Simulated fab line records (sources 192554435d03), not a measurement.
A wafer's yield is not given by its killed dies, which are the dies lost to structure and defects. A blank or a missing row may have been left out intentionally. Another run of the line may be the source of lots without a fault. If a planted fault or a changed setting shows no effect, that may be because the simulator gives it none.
Chamber matching + flow n5 finfet + N5_BEOL_M10_ETCH_65 on rie diel-04: 4 sister chambers
The step etches SiARC in CF4, target depth 39 nm, time 65 s. 20 wafers are shown with their chamber, then 10 later ones without.

WAFERS WITH THEIR CHAMBER
| wafer  | chamber | drypump motor current A (A) | throttle valve pct (%) | showerhead plenum p Torr (Torr) |
|--------|---------|-----------------------------|------------------------|---------------------------------|
| L074.1 | 2       | 5.5                         | 15.96                  | 2.13                            |
| L074.3 | 3       | 5.5                         | 15.52                  | 2.19                            |
| L074.5 | 1       | 6.2                         | 15.34                  | 2.10                            |
| L079.1 | 1       | 6.2                         | 15.35                  | 2.10                            |
| L079.3 | 2       | 5.5                         | 15.95                  | 2.13                            |
| L079.5 | 2       | 5.5                         | 15.96                  | 2.13                            |
| L076.1 | 2       | 5.6                         | 15.96                  | 2.13                            |
| L076.2 | 1       | 6.2                         | 15.36                  | 2.10                            |
| L076.4 | 3       | 5.5                         | 15.51                  | 2.19                            |
| L081.2 | 1       | 6.2                         | 15.37                  | 2.10                            |
| L081.5 | 3       | 5.5                         | 15.52                  | 2.18                            |
| L081.6 | 2       | 5.5                         | 15.99                  | 2.12                            |
| L084.2 | 0       | 6.2                         | 15.41                  | 2.18                            |
| L084.4 | 2       | 5.5                         | 16.01                  | 2.12                            |
| L084.5 | 0       | 6.2                         | 15.39                  | 2.18                            |
| L086.2 | 2       | 5.5                         | 16.00                  | 2.12                            |
| L086.3 | 3       | 5.5                         | 15.57                  | 2.18                            |
| L086.4 | 1       | 6.2                         | 15.42                  | 2.09                            |
| L089.2 | 3       | 5.5                         | 15.57                  | 2.18                            |
| L089.3 | 1       | 6.2                         | 15.43                  | 2.09                            |

SIGNATURES (means of the wafers above)
| reading                  | chamber 0 | chamber 1 | chamber 2 | chamber 3 | scatter within a chamber |
|--------------------------|-----------|-----------|-----------|-----------|--------------------------|
| drypump motor current A  | 6.200     | 6.200     | 5.514     | 5.500     | 0.0231                   |
| throttle valve pct       | 15.4000   | 15.3783   | 15.9757   | 15.5380   | 0.0297                   |
| showerhead plenum p Torr | 2.1800    | 2.0967    | 2.1257    | 2.1840    | 0.00515                  |
Rule: distance of a wafer from a chamber = root of the sum over the readings of ((wafer's reading minus chamber's mean) / reading's scatter) squared. The wafer belongs to the nearest chamber; if the next one is less than 2 further off, it can't be placed. The scatter: take each reading less its chamber's mean, square it, sum over the shown wafers, divide by the number of wafers less the number of chambers, and take the root.

WAFERS MISSING THEIR CHAMBER
| wafer  | drypump motor current A (A) | throttle valve pct (%) | showerhead plenum p Torr (Torr) |
|--------|-----------------------------|------------------------|---------------------------------|
| L089.5 | 6.2                         | 15.42                  | 2.09                            |
| L088.1 | 5.5                         | 15.58                  | 2.18                            |
| L088.2 | 5.5                         | 16.00                  | 2.12                            |
| L088.4 | 6.2                         | 15.41                  | 2.09                            |
| L090.2 | 6.2                         | 15.41                  | 2.17                            |
| L090.3 | 6.2                         | 15.43                  | 2.09                            |
| L090.6 | 5.6                         | 16.02                  | 2.12                            |
| L096.2 | 6.2                         | 15.46                  | 2.08                            |
| L096.3 | 5.5                         | 15.61                  | 2.17                            |
| L096.6 | 6.2                         | 15.47                  | 2.17                            |

EACH ONE'S CHAMBER
| wafer  | from the rows above | in truth |
|--------|---------------------|----------|
| L089.5 | 1                   | 1        |
| L088.1 | 3                   | 3        |
| L088.2 | 2                   | 2        |
| L088.4 | 1                   | 1        |
| L090.2 | 0                   | 0        |
| L090.3 | 1                   | 1        |
| L090.6 | 2                   | 2        |
| L096.2 | 1                   | 1        |
| L096.3 | 3                   | 3        |
| L096.6 | 0                   | 0        |
Correct placement for 10 of the 10. Can't be placed from these rows: 0. Placed wrongly: 0.
